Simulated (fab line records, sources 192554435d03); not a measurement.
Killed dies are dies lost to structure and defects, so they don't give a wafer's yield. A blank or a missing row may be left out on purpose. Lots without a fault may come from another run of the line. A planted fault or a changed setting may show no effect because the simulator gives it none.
A struck lot beside a sound one | flow n5_finfet | 15 steps out of a route of 1938
Sound: wafers L640.3, L640.4, L640.6. Struck: wafers L643.4, L643.6. The cause comes at the end.
At each step with rows: each side's tool, then ch and its chambers, then its first start. Under that, the readings that differ: sound wafers | struck wafers | difference of the means | sigmas: that difference in standard deviations of wafers without a fault.
alike: readings whose means differ by less than 2 such deviations, and words and numbers that are the same on both sides. not compared: withheld readings, readings that some wafer has no value for, bounds like >300 that may hide the same value, and numbers for which the record gives no deviation and whose values overlap.
The two part at a step that has a row with sigmas, a row that says differs or no value, or rows on one side only. Numbers that don't overlap but have no deviation are shown without sigmas and don't part them. A reading that every wafer of one side lacks parts them only if that side has two wafers or more.

first, 8 steps without rows for these wafers: N5_BEOL_M15_COAT_58 (time 60 s, resist thk 89 nm); N5_BEOL_M15_COAT_04 (resist thk 800 nm); N5_BEOL_M15_EBR_06; N5_BEOL_M15_SOFTBAKE_05 (time 60 s); N5_BEOL_M15_EXPOSE_07 (exposes mask V14); N5_BEOL_M15_PEB_08 (peb time 90 s); N5_BEOL_M15_DEVELOP_09 (develop time 45 s); N5_BEOL_M15_HARDBAKE_14 (time 120 s).
N5_BEOL_M15_CD_MEAS_10: target cd 360 nm.
  sound on cd_sem-02 ch 0, day 13 09:00; struck on cd_sem-03 ch 0, day 14 01:10
  reading    | sound             | struck      | difference | sigmas
  cd_nm (nm) | 359.9 355.9 359.2 | 363.8 363.8 | +5.5       | +3
N5_BEOL_M15_OVL_MEAS_11:
  sound on overlay-01 ch 0, day 13 09:02; struck on overlay-01 ch 0, day 14 01:11
  alike: V14_OVL
N5_BEOL_M15_INSPECT_12: inspects for defects (macro).
  sound on defect_inspect-01, day 13 09:04; struck on defect_inspect-01, day 14 01:13
  alike: raw_defect_count
N5_BEOL_M15_DESCUM_15: chemistry O2, time 7.9 s.
  sound on rie_diel-04 ch 0,1,2, day 13 09:07; struck on rie_diel-04 ch 1,3, day 14 01:16
  alike: drypump_motor_current_A, oes_product_au, rf_vpp_V, showerhead_plenum_p_Torr, throttle_valve_pct
  not compared: rf_hours_counter_h
N5_BEOL_M15_ETCH_59: etches BARC in N2/H2, target depth 89 nm, overetch 26.7 nm, time 67.9 s.
  sound on rie_diel-04 ch 0,1,2, day 13 09:09; struck on rie_diel-04 ch 1,3, day 14 01:19
  reading                                    | sound           | struck    | difference | sigmas
  model.coat_of_BEOL_M15_COAT_04.thk_nm (nm) | 716 712.6 720.6 | 730.4 729 | +13.3      |
  alike: drypump_motor_current_A, n2_flow_sccm, oes_product_au, rf_vpp_V, showerhead_plenum_p_Torr, throttle_valve_pct
  not compared: rf_hours_counter_h
N5_BEOL_M15_VIA_ETCH_16: etches SiO2 in C4F8/O2/Ar, target depth 1792.2 nm.
  sound on rie_diel-04 ch 0,1,2, day 13 09:12; struck on rie_diel-04 ch 1,3, day 14 01:28
  alike: drypump_motor_current_A, he_outer_torr, oes_ar_750_au, oes_product_au, rf_vpp_V, showerhead_plenum_p_Torr, throttle_valve_pct
N5_PASSIVATION_PROBE_49:
  sound on prober-01, day 14 06:23; struck on prober-02, day 14 21:44
  reading              | sound          | struck    | difference | sigmas
  sort_bin_8_speed (%) | 14.8 0 0.6     | 0 0       | -5         | -3
  sort_n_pass          | 907 1097 1105  | 1100 1098 | +63        | +2
  sort_yield_pct (%)   | 76.9 93.0 93.6 | 93.2 93.1 | +5.3       | +2
  alike: defect_limited_yield, killed_at_M0_to_M3, killed_at_M4_up, killed_at_contacts, killed_at_front_end, killed_at_other, killed_dies, killed_open, killed_short, sort_bin_4_leakage, sort_bin_5_function, sort_bin_6_memory

WHERE THEY PART
First at N5_BEOL_M15_CD_MEAS_10; last, within this record, at N5_PASSIVATION_PROBE_49.

WHY: what the simulator had put in
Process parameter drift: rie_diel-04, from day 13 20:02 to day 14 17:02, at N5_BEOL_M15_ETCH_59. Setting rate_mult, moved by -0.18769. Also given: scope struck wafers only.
